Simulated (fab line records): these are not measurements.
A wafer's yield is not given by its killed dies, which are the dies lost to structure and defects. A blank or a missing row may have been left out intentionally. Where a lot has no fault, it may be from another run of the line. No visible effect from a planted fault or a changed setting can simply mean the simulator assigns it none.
A lot that was struck, set against a sound lot -- flow n5-finfet -- 19 out of 1938 route steps
Sound: wafers L567.3, L567.4, L567.5. The struck wafers were L559.2, L559.4, L559.5. At the end, the cause is stated.
Per side, at each step with rows, come the tool, then ch with its chambers, and then its first start. Under that, the readings that differ: sound wafers -- struck wafers -- difference of the means -- sigmas: that difference in standard deviations of wafers without a fault.
alike: readings whose means differ by less than 2 such deviations, and words and numbers that are the same on both sides. not compared: withheld readings, readings that some wafer has no value for, bounds like >300 that may hide the same value, and numbers for which the record gives no deviation and whose values overlap.
The two part at a step that has a row with sigmas, a row that says differs or no value, or rows on one side only. Numbers that don't overlap but have no deviation are shown without sigmas and don't part them. Lack of a reading on every wafer of one side parts them only where that side has two or more wafers.

N5_PMOS_HMC_CHANNEL_EPI_OVL_MEAS_10:
  sound on overlay-01 ch 0, day 5 11:28; struck on overlay-02 ch 0, day 3 11:07
  alike: PMOS_HMC_BLK_OVL
N5_PMOS_HMC_CHANNEL_EPI_INSPECT_11: inspects for defects (macro).
  sound: defect-inspect-02 at day 5 11:29; struck: defect-inspect-01 at day 3 11:08
  alike: raw-defect-count
then, 1 step without rows for these wafers: N5_PMOS_HMC_CHANNEL_EPI_DESCUM_14 (chemistry O2, time 7.9 s).
N5_PMOS_HMC_CHANNEL_EPI_ETCH_32: etches BARC in N2/H2, stops on SiO2, target depth 85.8 nm, time 50.3 s.
  sound on rie-diel-04 ch 1,3, day 5 11:33; struck on rie-diel-04 ch 0,3, day 3 11:13
  alike: drypump-motor-current-A, oes-product-au, rf-vpp-V, showerhead-plenum-p-Torr, throttle-valve-pct
  not compared: rf-hours-counter-h
N5_PMOS_HMC_CHANNEL_EPI_HM_OPEN_15: chemistry CHF3/O2, target SiO2, target depth 40.6 nm, time 20.3 s.
  sound on rie-diel-04 ch 1,3, day 5 11:35; struck on rie-diel-04 ch 0,3, day 3 11:15
  alike: CHF3_flow_sccm, drypump-motor-current-A, oes-product-au, rf-vpp-V, showerhead-plenum-p-Torr, throttle-valve-pct
  not compared: rf-hours-counter-h
then, 2 steps without rows for these wafers: N5_PMOS_HMC_CHANNEL_EPI_STRIP_33 (strips in N2/H2); N5_PMOS_HMC_CHANNEL_EPI_STRIP_17 (strips in SPM, time 750 s).
N5_PMOS_HMC_CHANNEL_EPI_ETCH_38: etches SiO2 in CF4, target depth 1.5 nm.
  sound on rie-si-02 ch 0,2,3, day 5 11:57; struck on rie-si-03 ch 0,1,2, day 3 11:37
  alike: drypump-motor-current-A, oes-product-au, throttle-valve-pct
  not compared: rf-hours-counter-h
N5_PMOS_HMC_CHANNEL_EPI_FIN_RECESS_16: chemistry HBr/Cl2, target Si, target depth 54 nm, time 18 s.
  sound on rie-si-02 ch 0,2,3, day 5 11:58; struck on rie-si-03 ch 0,1,2, day 3 11:38
  alike: drypump-motor-current-A, oes-product-au, throttle-valve-pct
  not compared: rf-hours-counter-h
then, 3 steps without rows for these wafers: N5_PMOS_HMC_CHANNEL_EPI_PRECLEAN_36 (cleans in O3/DIW, time 45 s); N5_PMOS_HMC_CHANNEL_EPI_PRECLEAN_18 (cleans in DHF, time 30 s); N5_PMOS_HMC_CHANNEL_EPI_SRD_19 (time 30 s).
N5_PMOS_HMC_CHANNEL_EPI_EPI_20: deposits SiGe30, target thk 59 nm.
  struck on epi-rpcvd-04, day 3 12:01; sound on epi-rpcvd-02 ch 0, day 5 12:32
  no value came back on the struck wafers for chamber-pressure-Torr (Torr), lamp-inner-pct (%); on the sound wafers chamber-pressure-Torr (Torr) reads 19.98 20.02 20.01
then, 2 steps without rows for these wafers: N5_PMOS_HMC_CHANNEL_EPI_HM_STRIP_35 (strips SiO2 in dHF, material SiO2, target depth 39.6 nm, time 216 s); N5_PMOS_HMC_CHANNEL_EPI_SRD_39 (time 30 s).
N5_PMOS_HMC_CHANNEL_EPI_CMP_21: polishes SiGe30, target thk 54 nm.
  sound on cmp-01 ch 0,3, day 5 13:29; struck on cmp-03 ch 0,2,3, day 3 13:13
  alike: motor-current-A
  not compared: pad-life-wafers
then, 1 step without rows for these wafers: N5_PMOS_HMC_CHANNEL_EPI_PRECLEAN_40 (cleans in DHF, time 30 s).
N5_BEOL_M4_RC_MEAS_101:
  the record has rows for the sound wafers here (prober-02 ch 0, day 12 00:52) and none for the struck ones
-- a jump in the record: the struck wafers' starts before and after are 11 days apart (it breaks off in module BEOL_M4 and resumes in module PASSIVATION, where the first step shown is number 1936 of the route) --
N5_PASSIVATION_PROBE_49:
  sound: prober-01 at day 16 13:49; struck: prober-02 at day 14 09:44
reading,sound,struck,difference,sigmas
killed_at_M0_to_M3,28 33 38,10 6 9,-25,-2
killed_at_M4_up,6 23 16,2 2 2,-13,-3
killed-at-front-end,73 44 43,1165 1169 1165,+1113,+93
killed-dies,116 111 114,1180 1180 1180,+1066,+59
killed-on-rim,20 19 19,152 152 152,+133,+33
killed-open,76 75 70,23 13 17,-56,-4
killed-short,40 36 44,5 9 11,-32,-4
  alike: killed-at-contacts, killed-at-other

== WHERE THEY PART ==
Last at N5_PASSIVATION_PROBE_49 as far as this record goes, first at N5_PMOS_HMC_CHANNEL_EPI_EPI_20.

WHY: what the simulator had put in
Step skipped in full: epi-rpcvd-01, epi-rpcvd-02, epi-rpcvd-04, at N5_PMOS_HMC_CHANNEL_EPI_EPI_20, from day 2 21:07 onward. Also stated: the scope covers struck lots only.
